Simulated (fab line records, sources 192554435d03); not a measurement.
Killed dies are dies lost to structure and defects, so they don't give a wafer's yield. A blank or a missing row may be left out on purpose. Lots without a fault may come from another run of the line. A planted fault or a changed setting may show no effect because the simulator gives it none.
fab line records | flow n5_finfet | part 1 of 2: steps 1 to 18 of 26
record lots=5 wafers=15 last_day=20
route steps=1938 shown BEOL_M0_CUTY@702 BEOL_M0@715
lots that met no fault: from a run of the same line without faults
start_h: hours from the record's first day to the start of the lot's first wafer shown | wait_h: hours since the lot's step before | " the same as in the row above | L1.1+2: a row that stands for several wafers | - no value, or no start given | * or withheld: withheld | < > ~ a bound
route shown NAME@n: a module of which the file shows steps, and the number in the route of the first | usual: mean/standard deviation of fault-free wafers | same: alike in all rows | chamber/n: place in a boat | sites: the reading at each site | _std_site: their standard deviation | _edge_site: outer sites' mean less inner sites' | radius_mm: how far each site lies from the wafer's centre | mask NAME#n: copy n | behind: the tool/chamber that last shaped the wafer | hold: why the lot was held/for how many hours/how that ended | device: the transistor (n, p or np) that didn't switch | end of line: the same wafers' tests at the end of the route | a step without rows: its recipe alone | killed: dies lost to structure and defects at the first sort, not the wafer's yield | map: a wafer's dies, x killed, . not, _ none there
set.NAME: the setting as run; set.NAME@STEP: as run at that earlier step | model.NAME: the simulator's own value behind a step, which no gauge read
lots at some steps of the route; a table a step, a row a wafer
services: from which hour (start_h, from the record's first day; less than 0 if before it) a tool's chamber was out of use, for how many hours, and why
## steps
# step N5_BEOL_M0_CUTY_COAT_51
# recipe resist=CAR-ArF-block spin_rpm=1500 resist_thk_nm=150
# columns lot.wafer tool chamber start_h wait_h
L076.1+2+3 litho_track-02 0 - -
L077.2+3+5 litho_track-01 0 - -
L084.1+2+3 litho_track-02 0 - -
L085.3+4+5 litho_track-02 0 - -
L088.1+3+4 litho_track-01 0 - -
# step N5_BEOL_M0_CUTY_EBR_52
# recipe solvent=PGMEA ebr_width_mm=1.5
# columns lot.wafer tool chamber start_h wait_h
L076.1+2+3 litho_track-02 0 - -
L077.2+3+5 litho_track-01 0 - -
L084.1+2+3 litho_track-02 0 - -
L085.3+4+5 litho_track-02 0 - -
L088.1+3+4 litho_track-01 0 - -
# step N5_BEOL_M0_CUTY_SOFTBAKE_53
# recipe temp_c=110 time_s=60 resist=CAR-ArF-block
# usual plate_temp_C=110.00/0.14
# columns lot.wafer tool chamber start_h wait_h plate_temp_C
L076.1 litho_track-02 0 - - 110.09
L076.2 " 0 " " 110.17
L076.3 " 0 " " 110.05
L077.2 litho_track-01 0 - - 110.00
L077.3 " 0 " " 110.00
L077.5 " 0 " " 110.16
L084.1 litho_track-02 0 - - 109.91
L084.2 " 0 " " 109.95
L084.3 " 0 " " 109.84
L085.3 litho_track-02 0 - - 109.93
L085.4 " 0 " " 110.04
L085.5 " 0 " " 110.00
L088.1 litho_track-01 0 - - 109.92
L088.3 " 0 " " 109.98
L088.4 " 0 " " 109.86
# step N5_BEOL_M0_CUTY_EXPOSE_54
# recipe mask_id=M0_ABLK na=1.35 source_shape=conventional sigma_outer=0.8 polarization=unpolarized dose_mj=36
# same na=1.35
# columns lot.wafer tool chamber start_h wait_h mask
L076.1+2+3 arfi_scanner-01 0 129.19 - M0_ABLK#0
L077.2+3+5 arfi_scanner-01 0 130.17 - M0_ABLK#0
L084.1+2+3 arfi_scanner-03 0 176.11 - M0_ABLK#0
L085.3+4+5 arfi_scanner-02 0 181.41 - M0_ABLK#0
L088.1+3+4 arfi_scanner-03 0 197.51 - M0_ABLK#0
# step N5_BEOL_M0_CUTY_PEB_55
# recipe peb_temp_c=110 peb_time_s=60 resist=CAR-ArF-block
# usual plate_temp_C=110.03/0.12
# columns lot.wafer tool chamber start_h wait_h plate_temp_C
L076.1 litho_track-02 0 129.25 0.1 110.02
L076.2 " 0 " " 109.87
L076.3 " 0 " " 109.99
L077.2 litho_track-04 0 130.22 0.0 110.00
L077.3 " 0 " " 110.02
L077.5 " 0 " " 110.13
L084.1 litho_track-01 0 176.16 0.1 110.00
L084.2 " 0 " " 110.14
L084.3 " 0 " " 109.82
L085.3 litho_track-02 0 181.46 0.0 110.03
L085.4 " 0 " " 109.93
L085.5 " 0 " " 110.06
L088.1 litho_track-01 0 197.57 0.1 110.07
L088.3 " 0 " " 109.88
L088.4 " 0 " " 110.15
# step N5_BEOL_M0_CUTY_DEVELOP_56
# recipe develop_time_s=30 developer=TMAH resist=CAR-ArF-block rinse_liquid=diw dry=air_spin dev_temp_c=23
# columns lot.wafer tool chamber start_h wait_h
L076.1+2+3 litho_track-02 0 - -
L077.2+3+5 litho_track-04 0 - -
L084.1+2+3 litho_track-01 0 - -
L085.3+4+5 litho_track-02 0 - -
L088.1+3+4 litho_track-01 0 - -
# step N5_BEOL_M0_CUTY_CD_MEAS_57
# recipe target_cd_nm=200 landing_energy_ev=500 detector=se_inlens polarity=line
# usual cd_nm=200.1/0.88
# columns lot.wafer tool chamber start_h wait_h cd_nm
L076.1 cd_sem-01 0 129.32 - 199.7
L076.2 " 0 " " 200.3
L076.3 " 0 " " 199.5
L077.2 cd_sem-03 0 130.29 - 200.6
L077.3 " 0 " " 199.7
L077.5 " 0 " " 199.9
L084.1 cd_sem-01 0 176.23 - 199.5
L084.2 " 0 " " 199.6
L084.3 " 0 " " 199.3
L085.3 cd_sem-02 0 181.53 - 200.1
L085.4 " 0 " " 200.8
L085.5 " 0 " " 199.5
L088.1 cd_sem-03 0 197.64 - 200.8
L088.3 " 0 " " 198.9
L088.4 " 0 " " 198.3
# step N5_BEOL_M0_CUTY_OVL_MEAS_58
# recipe points_per_wafer=44
# usual M0_ABLK_OVL=0.0/0.67
# columns lot.wafer tool chamber start_h wait_h M0_ABLK_OVL[nm]
L076.1 overlay-02 0 129.35 0.0 1.2
L076.2 " 0 " " -0.3
L076.3 " 0 " " 0.6
L077.2 overlay-01 0 130.32 0.0 0.4
L077.3 " 0 " " -0.6
L077.5 " 0 " " 0.1
L084.1 overlay-02 0 176.26 0.0 -0.5
L084.2 " 0 " " 0.1
L084.3 " 0 " " 0.6
L085.3 overlay-01 0 181.55 0.0 0.0
L085.4 " 0 " " -1.3
L085.5 " 0 " " -1.2
L088.1 overlay-02 0 197.67 0.0 0.2
L088.3 " 0 " " 0.4
L088.4 " 0 " " 1.3
# step N5_BEOL_M0_CUTY_INSPECT_59
# recipe mode=adi inspect_instrument=macro
# usual raw_defect_count=2.1/1.4
# columns lot.wafer tool chamber start_h wait_h raw_defect_count
L076.1 defect_inspect-01 - 129.37 0.0 1
L076.2 " - " " 4
L076.3 " - " " 2
L077.2 defect_inspect-01 - 130.34 0.0 3
L077.3 " - " " 3
L077.5 " - " " 7
L084.1 defect_inspect-01 - 176.29 0.0 1
L084.2 " - " " 3
L084.3 " - " " 1
L085.3 defect_inspect-02 - 181.58 0.0 1
L085.4 " - " " 3
L085.5 " - " " 0
L088.1 defect_inspect-01 - 197.69 0.0 2
L088.3 " - " " 5
L088.4 " - " " 3
# step N5_BEOL_M0_CUTY_DESCUM_61
# recipe chemistry=O2 time_s=7.9 source_power_w=50 bias_power_w=20 pressure_mtorr=20 rf_frequency_hz=2.712e+07 temp_c=40 resist=CAR-ArF-block o2_flow_sccm=225
# usual drypump_motor_current_A=5.7/0.39 oes_product_au=0.79/0.1 rf_vpp_V=243.3/1.5 showerhead_plenum_p_Torr=2.11/0.084 throttle_valve_pct=20.49/0.15
# columns lot.wafer tool chamber start_h wait_h drypump_motor_current_A oes_product_au rf_hours_counter_h rf_vpp_V showerhead_plenum_p_Torr throttle_valve_pct
L076.1 rie_diel-04 0 129.57 0.2 6.1 0.69 240 240.5 1.97 20.57
L076.2 " 3 " " 5.1 0.71 215 244.5 2.16 20.62
L076.3 " 1 " " 5.6 0.93 22 243.2 2.04 20.50
L077.2 rie_diel-02 1 130.38 0.0 5.8 0.75 149 243.9 2.18 20.41
L077.3 " 0 " " 5.6 0.72 177 242.0 2.00 20.34
L077.5 " 0 " " 5.6 0.72 - 243.1 2.00 20.38
L084.1 rie_diel-02 2 176.32 0.0 5.7 0.80 96 244.7 2.19 20.50
L084.2 " 3 " " 5.6 0.77 145 242.2 2.01 20.60
L084.3 " 1 " " 5.7 0.74 166 243.7 2.18 20.41
L085.3 rie_diel-02 1 181.67 0.1 5.7 0.74 168 244.8 2.18 20.42
L085.4 " 2 " " 5.6 0.80 98 244.5 2.19 20.48
L085.5 " 3 " " 5.6 0.77 - 242.5 2.01 20.61
L088.1 rie_diel-05 0 197.73 0.0 6.2 0.90 23 243.4 2.13 20.38
L088.3 " 2 " " 5.7 0.69 230 243.8 2.15 20.79
L088.4 " 1 " " 5.4 0.95 7 245.1 2.24 20.19
# step N5_BEOL_M0_CUTY_ETCH_62
# recipe chemistry=CF4 target=SiARC mask_material=CAR-ArF-block time_s=58.5 ion_energy_ev=80 pressure_mtorr=40 source_w=545 bias_w=36 Ar_flow_sccm=100 cf4_flow_sccm=100 ends=cleared
# usual drypump_motor_current_A=5.7/0.39 etch_rf_on_time_s=58.6/0.82 oes_product_au=0.67/0.086 rf_vpp_V=184.4/1.2 showerhead_plenum_p_Torr=2.16/0.079 throttle_valve_pct=15.67/0.17
# columns lot.wafer tool chamber start_h wait_h drypump_motor_current_A etch_rf_on_time_s oes_product_au rf_hours_counter_h rf_vpp_V showerhead_plenum_p_Torr throttle_valve_pct
L076.1 rie_diel-04 0 129.61 0.0 6.1 58.8 0.58 240 183.1 2.03 15.87
L076.2 " 3 " " 5.1 58.8 0.61 215 185.1 2.20 15.78
L076.3 " 1 " " 5.6 58.9 0.80 22 184.5 2.09 15.63
L077.2 rie_diel-02 1 130.41 0.0 5.7 58.3 0.65 149 184.9 2.23 15.58
L077.3 " 0 " " 5.6 58.5 0.62 177 183.5 2.05 15.57
L077.5 " 0 " " 5.6 58.9 0.62 - 183.5 2.05 15.57
L084.1 rie_diel-02 2 176.35 0.0 5.6 57.6 0.69 96 186.1 2.24 15.65
L084.2 " 3 " " 5.6 60.0 0.65 145 182.5 2.06 15.75
L084.3 " 1 " " 5.7 58.2 0.63 166 184.6 2.22 15.62
L085.3 rie_diel-02 1 181.70 0.0 5.7 57.7 0.64 168 183.5 2.22 15.64
L085.4 " 2 " " 5.7 58.3 0.68 98 185.2 2.24 15.64
L085.5 " 3 " " 5.6 59.8 0.66 - 182.5 2.06 15.78
L088.1 rie_diel-05 0 197.76 0.0 6.3 58.3 0.77 23 185.2 2.18 15.46
L088.3 " 2 " " 5.7 58.1 0.60 230 184.6 2.20 16.01
L088.4 " 1 " " 5.4 58.2 0.81 7 184.3 2.28 15.30
# step N5_BEOL_M0_CUTY_ETCH_63
# recipe chemistry=N2/H2 target=SOC target_depth_a=827 overetch_a=165 mask_material=SiARC temp_c=40 ion_energy_ev=200 time_s=124 pressure_mtorr=30 source_w=840 bias_w=150 n2_flow_sccm=200 h2_flow_sccm=200
# usual drypump_motor_current_A=5.7/0.4 h2_flow_sccm=200.0/0.6 oes_product_au=0.65/0.079 rf_vpp_V=524.4/2.9 showerhead_plenum_p_Torr=2.56/0.1 throttle_valve_pct=17.90/0.14
# columns lot.wafer tool chamber start_h wait_h drypump_motor_current_A h2_flow_sccm oes_product_au rf_hours_counter_h rf_vpp_V showerhead_plenum_p_Torr throttle_valve_pct
L076.1 rie_diel-04 0 129.66 0.0 6.1 200.1 0.57 240 519.8 2.41 18.07
L076.2 " 3 " " 5.1 200.3 0.58 215 525.1 2.62 18.07
L076.3 " 1 " " 5.6 200.5 0.75 22 520.3 2.49 17.89
L077.2 rie_diel-02 1 130.46 0.0 5.8 199.7 0.62 149 526.4 2.65 17.76
L077.3 " 0 " " 5.6 199.3 0.60 178 520.2 2.43 17.71
L077.5 " 0 " " 5.6 199.0 0.60 - 520.9 2.43 17.71
L084.1 rie_diel-02 2 176.40 0.0 5.7 201.1 0.65 96 528.1 2.68 18.00
L084.2 " 3 " " 5.6 200.3 0.63 145 520.6 2.44 18.01
L084.3 " 1 " " 5.8 200.0 0.61 166 526.7 2.64 17.82
L085.3 rie_diel-02 1 181.75 0.0 5.7 199.9 0.61 168 527.2 2.64 17.81
L085.4 " 2 " " 5.7 198.9 0.66 98 526.4 2.68 18.02
L085.5 " 3 " " 5.6 201.1 0.63 - 521.2 2.44 18.00
L088.1 rie_diel-05 0 197.81 0.0 6.3 199.8 0.74 23 526.3 2.61 17.87
L088.3 " 2 " " 5.8 198.6 0.57 230 526.8 2.61 18.16
L088.4 " 1 " " 5.4 200.1 0.78 7 529.7 2.73 17.70
# step N5_BEOL_M0_CUTY_STRIP_64
# recipe chemistry=N2/H2 temp_c=40 n2_flow_sccm=200 h2_flow_sccm=200 rf_frequency_hz=6e+07
# columns lot.wafer tool chamber start_h wait_h
L076.1+2+3 rie_diel-04 0,3,1 129.77 0.1
L077.2+3+5 rie_diel-02 1,0,0 130.57 0.1
L084.1+2+3 rie_diel-02 2,3,1 176.51 0.1
L085.3+4+5 rie_diel-02 1,2,3 181.86 0.1
L088.1+3+4 rie_diel-05 0,2,1 197.92 0.1
# step N5_BEOL_M0_ETCH_138
# recipe chemistry=CH3F/O2 target_depth_a=120 target=SiCN time_s=31.6 ion_energy_ev=120 pressure_mtorr=30 source_w=395 bias_w=75 Ar_flow_sccm=150 CH3F_flow_sccm=30 O2_flow_sccm=20 ends=cleared
# usual drypump_motor_current_A=5.7/0.39 etch_rf_on_time_s=29.1/0.69 oes_product_au=0.67/0.085 rf_vpp_V=297.7/1.8 showerhead_plenum_p_Torr=2.01/0.078 throttle_valve_pct=16.37/0.17
# columns lot.wafer tool chamber start_h wait_h drypump_motor_current_A etch_rf_on_time_s oes_product_au rf_hours_counter_h rf_vpp_V showerhead_plenum_p_Torr throttle_valve_pct
L076.1 rie_diel-04 0 129.78 0.0 6.1 28.3 0.59 240 294.2 1.88 16.52
L076.2 " 3 " " 5.1 28.7 0.61 215 298.6 2.06 16.46
L076.3 " 1 " " 5.6 28.1 0.79 22 298.8 1.95 16.36
L077.2 rie_diel-02 1 130.58 0.0 5.7 28.1 0.64 149 299.3 2.08 16.29
L077.3 " 0 " " 5.6 28.8 0.62 178 295.8 1.91 16.30
L077.5 " 0 " " 5.6 29.4 0.62 - 295.1 1.91 16.28
L084.1 rie_diel-02 2 176.52 0.0 5.7 27.9 0.69 96 300.1 2.10 16.35
L084.2 " 3 " " 5.6 28.2 0.66 145 296.6 1.92 16.48
L084.3 " 1 " " 5.7 29.5 0.63 166 298.6 2.08 16.32
L085.3 rie_diel-02 1 181.87 0.0 5.7 29.7 0.63 168 297.2 2.08 16.32
L085.4 " 2 " " 5.7 29.6 0.68 98 298.5 2.10 16.35
L085.5 " 3 " " 5.6 29.7 0.66 - 296.7 1.92 16.49
L088.1 rie_diel-05 0 197.93 0.0 6.3 28.5 0.78 23 297.7 2.04 16.19
L088.3 " 2 " " 5.7 28.9 0.59 230 298.4 2.06 16.73
L088.4 " 1 " " 5.4 29.4 0.82 7 299.6 2.14 16.02
# step N5_BEOL_M0_HM_OPEN_105
# recipe chemistry=Cl2/BCl3 target_depth_a=120 target=TiN ion_energy_ev=150 pressure_mtorr=10 icp_w=1000 bias_w=126 Cl2_flow_sccm=53.25 bcl3_flow_sccm=21.75 Ar_flow_sccm=25
# usual drypump_motor_current_A=5.7/0.31 oes_product_au=0.71/0.077 throttle_valve_pct=21.97/0.097
# columns lot.wafer tool chamber start_h wait_h drypump_motor_current_A oes_product_au rf_hours_counter_h throttle_valve_pct
L077.2 rie_metal-02 1 131.13 0.5 5.6 0.63 121 22.08
L077.3 " 0 " " 6.3 0.80 - 21.96
L077.5 " 1 " " 5.7 0.64 - 22.10
L076.1 rie_metal-03 0 131.22 1.4 5.3 0.68 76 21.89
L076.2 " 1 " " 5.5 0.83 32 21.98
L076.3 " 1 " " 5.4 0.82 - 21.97
L084.1 rie_metal-02 1 177.81 1.2 5.7 0.62 125 22.12
L084.2 " 0 " " 6.3 0.79 39 21.95
L084.3 " 1 " " 5.7 0.62 - 22.11
L085.3 rie_metal-03 1 183.46 1.5 5.4 0.82 - 21.97
L085.4 " 0 " " 5.3 0.67 - 21.89
L085.5 " 1 " " 5.4 0.82 - 21.99
L088.1 rie_metal-03 1 198.58 0.6 5.5 0.80 39 21.99
L088.3 " 1 " " 5.4 0.80 - 22.00
L088.4 " 0 " " 5.3 0.66 - 21.92
# step N5_BEOL_M0_STRIP_140
# recipe chemistry=CF4 resist=SiARC power_w=300 bias_power_w=75 pressure_mtorr=50 cf4_flow_sccm=150 rf_frequency_hz=6e+07
# usual drypump_motor_current_A=5.6/0.39 oes_product_au=0.78/0.1 power_w=300.0/0.94 rf_vpp_V=271.3/1.9 showerhead_plenum_p_Torr=1.80/0.067 throttle_valve_pct=13.66/0.18
# columns lot.wafer tool chamber start_h wait_h drypump_motor_current_A oes_product_au power_w rf_hours_counter_h rf_vpp_V showerhead_plenum_p_Torr throttle_valve_pct
L077.2 rie_diel-05 3 131.50 0.3 6.6 0.73 299.7 172 271.9 1.86 13.71
L077.3 " 1 " " 5.4 0.68 299.9 240 271.2 1.70 13.72
L077.5 " 1 " " 5.4 0.67 300.0 - 267.9 1.70 13.73
L076.1 rie_diel-04 1 131.60 0.3 5.6 0.92 298.5 23 269.8 1.75 13.56
L076.2 " 2 " " 5.1 0.71 298.3 193 270.8 1.78 13.71
L076.3 " 0 " " 6.0 0.68 298.7 241 269.7 1.71 13.89
L084.1 rie_diel-04 0 177.98 0.1 6.1 0.98 301.4 0 272.3 1.92 13.33
L084.2 " 3 " " 5.1 0.70 299.6 236 272.4 1.84 13.86
L084.3 " 1 " " 5.5 0.89 299.4 42 269.9 1.75 13.60
L085.3 rie_diel-02 2 183.58 0.1 5.7 0.79 299.1 99 275.3 1.88 13.60
L085.4 " 1 " " 5.7 0.73 300.1 169 272.1 1.86 13.63
L085.5 " 3 " " 5.6 0.75 300.1 - 270.6 1.72 13.74
L088.1 rie_diel-04 0 198.76 0.1 6.1 0.95 300.1 9 272.7 1.91 13.37
L088.3 " 1 " " 5.5 0.86 298.8 49 269.7 1.75 13.63
L088.4 " 2 " " 5.2 0.69 300.2 220 271.6 1.78 13.78
# step N5_BEOL_M0_STRIP_104
# recipe chemistry=N2/H2 power_w=450 temp_c=40 pressure_mtorr=20 rf_frequency_hz=6e+07 overash_fraction=0.3 bias_power_w=7 h2_frac=0.5 n2_flow_sccm=200 h2_flow_sccm=200
# usual drypump_motor_current_A=5.6/0.4 h2_flow_sccm=200.0/0.52 oes_product_au=0.79/0.11 power_w=449.8/1.4 rf_vpp_V=59.4/1.6 showerhead_plenum_p_Torr=2.55/0.1 throttle_valve_pct=23.74/0.18
# columns lot.wafer tool chamber start_h wait_h drypump_motor_current_A h2_flow_sccm oes_product_au power_w rf_hours_counter_h rf_vpp_V showerhead_plenum_p_Torr throttle_valve_pct
L077.2 rie_diel-05 3 131.52 0.0 6.6 199.1 0.71 451.4 172 59.4 2.63 23.63
L077.3 " 1 " " 5.4 199.7 0.68 451.1 240 58.0 2.41 24.03
L077.5 " 1 " " 5.4 200.8 0.68 450.4 - 59.3 2.41 24.01
L076.1 rie_diel-04 1 131.62 0.0 5.6 199.9 0.94 446.6 23 61.1 2.49 23.81
L076.2 " 2 " " 5.2 199.3 0.71 448.3 193 57.9 2.51 23.49
L076.3 " 0 " " 6.1 199.9 0.69 449.6 241 57.2 2.40 23.80
L084.1 rie_diel-04 0 178.00 0.0 6.2 200.0 1.01 448.7 0 62.5 2.72 23.56
L084.2 " 3 " " 5.1 199.9 0.69 452.4 236 59.7 2.60 24.05
L084.3 " 1 " " 5.6 200.7 0.89 451.5 42 60.1 2.48 23.87
L085.3 rie_diel-02 2 183.60 0.0 5.7 200.5 0.80 451.9 99 60.8 2.68 23.95
L085.4 " 1 " " 5.8 200.5 0.73 450.8 169 61.2 2.64 23.57
L085.5 " 3 " " 5.6 200.8 0.77 448.4 - 58.3 2.44 23.78
L088.1 rie_diel-04 0 198.78 0.0 6.1 200.6 0.97 448.1 9 59.6 2.72 23.55
L088.3 " 1 " " 5.6 199.8 0.88 451.7 49 60.0 2.48 23.79
L088.4 " 2 " " 5.1 200.3 0.70 450.1 220 61.0 2.50 23.53
# step N5_BEOL_M0_WET_ETCH_106
# recipe chemistry=DHF dilution=10:1 temp_c=25 target=SiO2 target_depth_a=1300 dry=ipa_marangoni rinse_time_s=30 rinse_temp_c=23
# same rinse_time_s=30
# columns lot.wafer tool chamber start_h wait_h
L077.2+3+5 wet_bench-05 4,6,7 131.58 -
L076.1+2+3 wet_bench-05 7,6,0 131.69 -
L084.1+2+3 wet_bench-06 3,6,7 178.06 -
L085.3+4+5 wet_bench-06 0,1,7 183.67 -
L088.1+3+4 wet_bench-03 7,6,5 198.84 -
